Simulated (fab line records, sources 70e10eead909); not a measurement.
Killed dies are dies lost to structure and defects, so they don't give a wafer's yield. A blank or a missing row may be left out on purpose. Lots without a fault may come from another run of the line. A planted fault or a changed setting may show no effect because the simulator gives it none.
A struck lot beside a sound one | flow nand_harc | 15 steps out of a route of 1302
Sound: wafers L810.1, L810.3, L810.6. Struck: wafers L819.1, L819.2, L819.3. The cause comes at the end.
At each step with rows: each side's tool, then ch and its chambers, then its first start. Under that, the readings that differ: sound wafers | struck wafers | difference of the means | sigmas: that difference in standard deviations of wafers without a fault.
alike: readings whose means differ by less than 2 such deviations, and words and numbers that are the same on both sides. not compared: withheld readings, readings that some wafer has no value for, bounds like >300 that may hide the same value, and numbers for which the record gives no deviation and whose values overlap.
The two part at a step that has a row with sigmas, a row that says differs or no value, or rows on one side only. Numbers that don't overlap but have no deviation are shown without sigmas and don't part them. A reading that every wafer of one side lacks parts them only if that side has two wafers or more.

first, 2 steps without rows for these wafers: NHARC_A_CONTACT_STRIP_104 (strips in CF4/CHF3); NHARC_A_CONTACT_STRIP_105 (strips in O2/COS).
NHARC_A_CONTACT_ETCH_106: etches the open film in CF4/O2, target depth 90 nm, overetch 9 nm, time 49.5 s.
  sound on rie_diel-04 ch 0,2,3, day 25 01:12; struck on rie_diel-04 ch 0,1,2, day 28 20:44
  alike: cf4_flow_sccm, drypump_motor_current_A, oes_product_au, rf_vpp_V, showerhead_plenum_p_Torr, throttle_valve_pct
  not compared: rf_hours_counter_h
NHARC_A_CONTACT_STRIP_82: strips in O2.
  sound on rie_diel-04 ch 0,3; struck on rie_diel-04 ch 1,2,3
  alike: drypump_motor_current_A, oes_product_au, rf_vpp_V, showerhead_plenum_p_Torr, throttle_valve_pct
  not compared: rf_hours_counter_h
then, 1 step without rows for these wafers: NHARC_A_CONTACT_STRIP_83 (strips in post etch residue remover, time 600 s).
NHARC_A_CONTACT_DEP_84: deposits aC, target thk 2800 nm.
  sound on acl_dep-02 ch 0, day 25 01:51; struck on acl_dep-02 ch 0, day 28 21:24
  alike: throttle_valve_pct
NHARC_A_CONTACT_DEP_85: deposits SiON, target thk 60 nm.
  sound on pecvd-04 ch 0,2, day 25 03:36; struck on pecvd-01 ch 0,1,2, day 28 23:09
  alike: heater_power_w
then, 5 steps without rows for these wafers: NHARC_A_CONTACT_DEHYDRATE_00 (time 120 s); NHARC_A_CONTACT_HMDS_01 (time 30 s); NHARC_A_CONTACT_COAT_86 (time 75 s); NHARC_A_CONTACT_COAT_87 (time 65 s); NHARC_A_CONTACT_COAT_02 (resist thk 90 nm).
NHARC_A_CONTACT_SOFTBAKE_03: time 55 s.
  sound on litho_track-01 ch 0, day 25 03:00; struck on litho_track-01 ch 0, day 28 23:00
  reading                  | sound                | struck               | difference                    | sigmas
  heater_power_total_W (W) | 188.51 188.32 188.70 | 222.48 222.46 222.63 | +34.01                        | +99 or more
  plate_temp_C (C)         | 104.67 104.83 104.83 | - - -                | no value on the struck wafers |
then, 1 step without rows for these wafers: NHARC_A_CONTACT_EBR_04.
-- the record jumps here: 2 days lie between the struck wafers' starts before and after (it left off in module A_CONTACT and takes up again in module END, whose first step shown is number 1302 of the route) --
NHARC_END_SORT_01:
  sound on prober-02 ch 0, day 27 05:26; struck on prober-01 ch 0, day 31 00:59
  reading         | sound    | struck   | difference | sigmas
  killed_at_array | 72 74 81 | 33 26 22 | -49        | -3
  killed_dies     | 74 76 85 | 33 30 23 | -50        | -3
  alike: killed_at_other, killed_at_periphery, killed_open, killed_short

WHERE THEY PART
First at NHARC_A_CONTACT_SOFTBAKE_03; last, within this record, at NHARC_END_SORT_01.

WHY: what the simulator had put in
Process parameter drift: litho_track-01, from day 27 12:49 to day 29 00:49, at NHARC_A_CONTACT_SOFTBAKE_03. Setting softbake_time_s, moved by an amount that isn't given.
